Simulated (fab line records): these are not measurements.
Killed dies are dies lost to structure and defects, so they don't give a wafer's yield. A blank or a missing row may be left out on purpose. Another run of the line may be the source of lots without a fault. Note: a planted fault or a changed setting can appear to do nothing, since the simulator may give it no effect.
fab line records    flow nandHarc
record lots=13  wafers=39  lastDay=33
route steps=1302 shown A_STAIRCASE@869 A_SGD_CUT@890 END@1302
lots with no fault: from the same line, run without faults
startH: start of the lot's first displayed wafer, in hours after the record's first day    waitH: hours elapsed since this lot's preceding step    " unchanged from the row above    L1.1+2: a row that stands for several wafers    - either no value or no given start    * or withheld: withheld    < > ~ a bound
route shown NAME@n: names a module that has steps shown in the file, with the first one's number in the route    usual: mean/standard deviation of fault-free wafers    same: alike in all rows    chamber/n: place in a boat    sites: each site's reading    _std_site: their standard deviation    _edge_site: the outer-site mean with the inner-site mean subtracted    radiusMm: for every site, how far away it sits from the centre of the wafer    mask NAME#n: copy n    behind: the tool/chamber that last shaped the wafer    hold: reason for holding the lot/hours on hold/outcome of the hold    device: names the non-switching transistor (n, p or np)    end of line: the tests these same wafers got at the end of their route    where a step has no rows: the recipe by itself    killed: the dies lost at the first sort to structure and to defects; this is not the yield of the wafer    map: a wafer's dies, x killed, . not, _ none there
set.NAME: the setting as run; set.NAME@STEP: as run at that earlier step    model.NAME: the simulator's own value behind a step, which no gauge read
route steps across a sampled set of lots; one table per step, one row per wafer
services: when a tool's chamber went out of use (startH, in hours from the record's first day, below 0 if earlier), for how many hours, and the reason
## steps
# step NHARC_A_STAIRCASE_DESCUM_443
# recipe timeS=3  o2FlowSccm=200  arFlowSccm=0  biasPowerW=0  chemistry=O2
# usual drypumpMotorCurrentA=5.7/0.37  oesProductAu=1.003/0.011  rfVppV=57.8/0.93  showerheadPlenumPTorr=1.91/0.1  throttleValvePct=11.311/0.0087
lot.wafer  tool        chamber  startH  waitH  drypumpMotorCurrentA  oesProductAu  rfHoursCounterH  rfVppV  showerheadPlenumPTorr  throttleValvePct
L684.1     rieDiel-01  1        411.92  -      6.4                   1.003         8                56.7    1.80                   11.303
L684.4     "           2        "       "      5.7                   1.018         6                57.3    1.77                   11.317
L684.2     "           3        "       "      5.8                   1.010         7                58.0    2.06                   11.314
L685.2     rieDiel-06  1        431.10  -      5.7                   0.996         28               57.2    1.91                   11.302
L685.5     "           2        "       "      5.0                   1.002         -                59.1    2.04                   11.289
L685.6     "           3        "       "      5.9                   1.008         -                57.1    1.85                   11.308
L688.3     rieDiel-01  3        465.00  -      5.8                   1.020         24               59.8    2.05                   11.316
L688.1     "           1        "       "      6.4                   1.014         25               56.5    1.80                   11.296
L688.5     "           0        "       "      5.4                   1.002         -                55.8    1.93                   11.317
L689.2     rieDiel-01  0        477.01  -      5.4                   0.998         31               58.4    1.92                   11.311
L689.6     "           0        "       "      5.4                   0.995         -                58.9    1.92                   11.315
L689.5     "           1        "       "      6.4                   1.014         -                57.3    1.80                   11.323
L691.4     rieDiel-01  2        497.45  -      5.7                   1.014         33               56.8    1.77                   11.313
L691.3     "           0        "       "      5.4                   1.011         38               58.2    1.92                   11.311
L691.6     "           1        "       "      6.3                   0.999         -                55.4    1.80                   11.328
L692.1     rieDiel-12  1        497.60  -      5.7                   0.985         12               59.3    1.97                   11.307
L692.4     "           0        "       "      5.9                   0.998         13               57.7    2.05                   11.315
L692.6     "           2        "       "      6.2                   1.008         -                57.6    1.82                   11.324
L690.1     rieDiel-06  2        498.05  -      5.0                   1.000         1                58.4    2.04                   11.296
L690.3     "           0        "       "      5.6                   1.000         1                57.5    1.83                   11.323
L690.5     "           0        "       "      5.6                   1.002         -                57.5    1.83                   11.312
L695.3     rieDiel-06  0        529.65  -      5.6                   1.018         12               57.1    1.83                   11.306
L695.2     "           1        "       "      5.7                   1.000         12               57.3    1.90                   11.312
L695.1     "           2        "       "      5.0                   1.011         13               59.4    2.03                   11.305
L693.2     rieDiel-01  3        529.80  -      5.8                   1.014         47               57.5    2.04                   11.319
L693.4     "           3        "       "      5.8                   1.012         -                57.9    2.05                   11.324
L693.6     "           1        "       "      6.4                   1.009         -                57.2    1.79                   11.322
L697.1     rieDiel-12  1        577.93  -      5.8                   0.998         40               59.3    1.96                   11.314
L697.2     "           3        "       "      5.8                   1.022         36               59.5    2.06                   11.306
L697.6     "           1        "       "      5.8                   0.995         -                57.7    1.96                   11.323
L705.2     rieDiel-06  0        627.39  -      5.6                   1.009         49               56.7    1.81                   11.323
L705.3     "           2        "       "      5.0                   0.992         49               58.0    2.02                   11.311
L705.6     "           0        "       "      5.6                   1.014         -                56.9    1.81                   11.305
L707.3     rieDiel-12  1        648.76  -      5.8                   0.981         5                59.0    1.96                   11.320
L707.2     "           0        "       "      5.9                   0.986         4                58.9    2.04                   11.312
L707.6     "           2        "       "      6.2                   1.012         -                58.0    1.81                   11.310
L706.1     rieDiel-01  0        648.94  -      5.4                   0.981         25               58.5    1.91                   11.320
L706.2     "           2        "       "      5.7                   0.994         28               57.1    2.07                   11.304
L706.6     "           1        "       "      6.3                   0.999         -                56.6    1.78                   11.302
# step NHARC_A_STAIRCASE_CMP_472
# recipe material=SiO2
# usual motorCurrentA=11.8/1.3
lot.wafer  tool    chamber  startH  waitH  motorCurrentA
L684.2     cmp-04  1        418.70  0.2    11.9
L684.4     "       2        "       "      11.1
L684.1     "       3        "       "      14.5
L685.2     cmp-03  3        437.82  0.3    12.1
L685.6     "       2        "       "      11.0
L685.5     "       3        "       "      12.6
L688.1     cmp-01  1        471.71  0.2    10.6
L688.3     "       3        "       "      10.2
L688.5     "       1        "       "      11.1
L689.2     cmp-01  2        483.82  0.3    11.4
L689.5     "       0        "       "      11.0
L689.6     "       1        "       "      11.0
L691.3     cmp-03  1        504.23  0.2    10.6
L691.4     "       0        "       "      12.1
L691.6     "       2        "       "      11.4
L692.1     cmp-03  2        504.53  0.2    11.0
L692.4     "       3        "       "      13.2
L692.6     "       1        "       "      10.6
L690.1     cmp-01  3        505.87  0.3    10.4
L690.3     "       2        "       "      11.8
L690.5     "       3        "       "      10.1
L695.3     cmp-04  0        536.43  0.2    11.9
L695.1     "       1        "       "      11.1
L695.2     "       2        "       "      10.7
L693.2     cmp-04  3        537.51  0.2    15.1
L693.4     "       1        "       "      11.6
L693.6     "       3        "       "      14.4
L697.2     cmp-04  1        584.94  0.2    11.5
L697.1     "       3        "       "      14.8
L697.6     "       1        "       "      12.5
L705.2     cmp-04  3        635.18  0.2    14.1
L705.3     "       1        "       "      11.7
L705.6     "       3        "       "      15.2
L707.3     cmp-01  3        655.48  0.2    10.4
L707.2     "       0        "       "      10.7
L707.6     "       0        "       "      10.7
L706.1     cmp-01  3        655.81  0.3    10.0
L706.2     "       0        "       "      11.5
L706.6     "       1        "       "      10.7
# step NHARC_A_SGD_CUT_DEP_00
# recipe targetThkA=500  tempC=400  targetThkNm=50  flowSccm=200  rfW=450  material=SiNx
# usual heaterPowerW=760/140
lot.wafer  tool      chamber  startH  waitH  heaterPowerW
L684.2     pecvd-01  1        419.11  0.1    771
L684.1     "         2        "       "      787
L684.4     "         2        "       "      781
L685.2     pecvd-01  2        438.24  0.1    874
L685.5     "         2        "       "      862
L685.6     "         0        "       "      977
L688.3     pecvd-03  2        472.15  0.1    807
L688.1     "         0        "       "      707
L688.5     "         0        "       "      736
L689.2     pecvd-02  2        484.21  0.1    545
L689.6     "         1        "       "      950
L689.5     "         0        "       "      695
L691.3     pecvd-02  2        504.64  0.1    488
L691.6     "         2        "       "      485
L691.4     "         0        "       "      622
L692.1     pecvd-03  1        504.92  0.1    771
L692.4     "         1        "       "      749
L692.6     "         1        "       "      776
L690.1     pecvd-01  0        506.28  0.1    920
L690.3     "         1        "       "      660
L690.5     "         1        "       "      655
L695.1     pecvd-03  1        536.82  0.1    636
L695.2     "         2        "       "      869
L695.3     "         0        "       "      622
L693.2     pecvd-01  1        537.95  0.1    741
L693.4     "         0        "       "      993
L693.6     "         1        "       "      722
L697.2     pecvd-01  1        585.32  0.1    728
L697.1     "         0        "       "      1005
L697.6     "         1        "       "      718
L705.2     pecvd-02  0        635.56  0.1    632
L705.3     "         2        "       "      569
L705.6     "         2        "       "      558
L707.2     pecvd-02  1        655.93  0.1    916
L707.3     "         2        "       "      510
L707.6     "         1        "       "      914
L706.2     pecvd-02  2        656.17  0.1    548
L706.1     "         1        "       "      942
L706.6     "         1        "       "      948
# step NHARC_A_SGD_CUT_SOFTBAKE_04
# recipe tempC=105  timeS=55
# usual heaterPowerTotalW=188.43/0.13
lot.wafer  tool           chamber  startH  waitH  heaterPowerTotalW
L684.1     lithoTrack-01  0        419     -      188.31
L684.2     "              0        "       "      188.41
L684.4     "              0        "       "      188.36
L685.2     lithoTrack-04  0        438     -      188.59
L685.5     "              0        "       "      188.32
L685.6     "              0        "       "      188.33
L688.1     lithoTrack-01  0        472     -      188.29
L688.3     "              0        "       "      188.30
L688.5     "              0        "       "      188.63
L689.2     lithoTrack-04  0        484     -      188.45
L689.5     "              0        "       "      188.39
L689.6     "              0        "       "      188.54
L691.3     lithoTrack-06  0        504     -      188.27
L691.4     "              0        "       "      188.28
L691.6     "              0        "       "      188.36
L692.1     lithoTrack-04  0        505     -      188.68
L692.4     "              0        "       "      188.39
L692.6     "              0        "       "      188.35
L690.1     lithoTrack-06  0        506     -      188.35
L690.3     "              0        "       "      188.34
L690.5     "              0        "       "      188.31
L695.1     lithoTrack-04  0        537     -      188.31
L695.2     "              0        "       "      188.34
L695.3     "              0        "       "      188.41
L693.2     lithoTrack-01  0        538     -      188.27
L693.4     "              0        "       "      188.33
L693.6     "              0        "       "      188.31
L697.1     lithoTrack-06  0        585     -      188.49
L697.2     "              0        "       "      188.44
L697.6     "              0        "       "      188.38
L705.2     lithoTrack-04  0        635     -      188.43
L705.3     "              0        "       "      188.32
L705.6     "              0        "       "      224.26
L707.2     lithoTrack-06  0        656     -      188.36
L707.3     "              0        "       "      188.41
L707.6     "              0        "       "      188.46
L706.1     lithoTrack-04  0        656     -      224.46
L706.2     "              0        "       "      188.31
L706.6     "              0        "       "      224.43
# step NHARC_END_SORT_01
# recipe tempC=25
# usual killedAtArray=55/20  killedAtOther=1.1/1.2  killedAtPeriphery=3.8/2.8  killedDies=60/19  killedOpen=3.4/1.9  killedShort=2.2/1.5
# same grossDies=677
lot.wafer  tool       chamber  startH  waitH  killedAtArray  killedAtOther  killedAtPeriphery  killedDies  killedOpen  killedShort
L690.1     prober-01  0        641.12  2.5    51             1              4                  56          4           1
L690.3     prober-01  0        642.75  3.1    65             1              5                  71          7           1
L690.5     prober-01  0        644.37  3.7    60             1              3                  64          4           1
# killed by level:class
L690.1 A_CHANNEL_HOLE_D1:chamberFilmFlake=26 A_CHANNEL_HOLE_D2:chamberFilmFlake=15 A_M1:geometricParticle:open=2 P_CONTACT:chamberFilmFlake=2 P_CONTACT:geometricParticle:open=1 A_CHANNEL_FILL_D2:geometricParticle:short=1 A_SGD_CUT:geometricParticle:open=1 P_GATE:chamberFilmFlake=1
L690.3 A_CHANNEL_HOLE_D1:chamberFilmFlake=28 A_CHANNEL_HOLE_D2:chamberFilmFlake=17 A_CONTACT:chamberFilmFlake=3 A_CHANNEL_FILL_D2:chamberFilmFlake=3 A_SLIT:chamberFilmFlake=3 P_CONTACT:geometricParticle:open=2 A_DECK1_JOINT:chamberFilmFlake=2 A_CHANNEL_HOLE_D1:geometricParticle:open=1
L690.5 A_CHANNEL_HOLE_D1:chamberFilmFlake=33 A_CHANNEL_HOLE_D2:chamberFilmFlake=10 A_CONTACT:chamberFilmFlake=3 A_STAIRCASE:chamberFilmFlake=3 A_WL_FILL:chamberFilmFlake=3 A_DECK1_JOINT:chamberFilmFlake=2 A_CHANNEL_FILL_D2:chamberFilmFlake=2 P_GATE:geometricParticle:open=1
## services
tool           chamber  startH  hours  kind
cmp-04         -        396.15  0.9    repair
rieDiel-01     0        401.71  7.1    repair
cmp-04         -        405.00  4.0    pm
pecvd-02       -        408.05  13.0   pm
pecvd-01       1        410.49  4.5    repair
pecvd-01       1        438.37  7.3    repair
rieDiel-01     -        451.33  0.6    repair
cmp-04         -        471.33  2.0    repair
cmp-01         -        479.52  4.0    pm
pecvd-01       -        486.80  0.7    repair
pecvd-01       -        492.00  13.0   pm
cmp-04         -        496.82  1.0    repair
cmp-04         -        503.14  4.0    pm
cmp-04         -        508.03  5.6    repair
rieDiel-01     0        510.51  23.1   repair
rieDiel-01     1        511.08  4.7    repair
cmp-01         -        527.30  3.8    repair
cmp-04         -        542.58  2.1    repair
lithoTrack-04  -        553.00  7.0    pm
rieDiel-01     -        558.68  9.0    pm
cmp-04         -        576.37  1.1    repair
cmp-01         -        577.52  4.0    pm
cmp-04         -        580.62  0.4    repair
rieDiel-01     3        615.78  5.5    repair
## key
firstSign step=NHARC_A_SGD_CUT_SOFTBAKE_04  reading=heaterPowerTotalW  direction=up  sigmas=99+  usual=*  struck=*
effect none on later readings
metAt NHARC_A_SGD_CUT_SOFTBAKE_04
struckLots L705,L706
struckWafers L705.6,L706.1,L706.6
testerLeftOut L705,L706
notActingAt NHARC_A_STAIRCASE_DESCUM_443,NHARC_A_STAIRCASE_CMP_472,NHARC_A_SGD_CUT_DEP_00
onsetBetween 537 635
fault kind=processParameterDrift  tool=lithoTrack-04  chamber=-  onsetH=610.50  steps=NHARC_A_SGD_CUT_SOFTBAKE_04  channel=timeS  offset=*  shape=step  endH=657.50  scope=struckWafersOnly  actsIn=*  stated=*
# testerLeftOut: of these lots the tester's yield and bins aren't shown, on N5 and GAA mostly nor the transistor test; their killed dies are dies lost to structure and defects alone, not to doping, threshold or leakage, so they don't give the yield
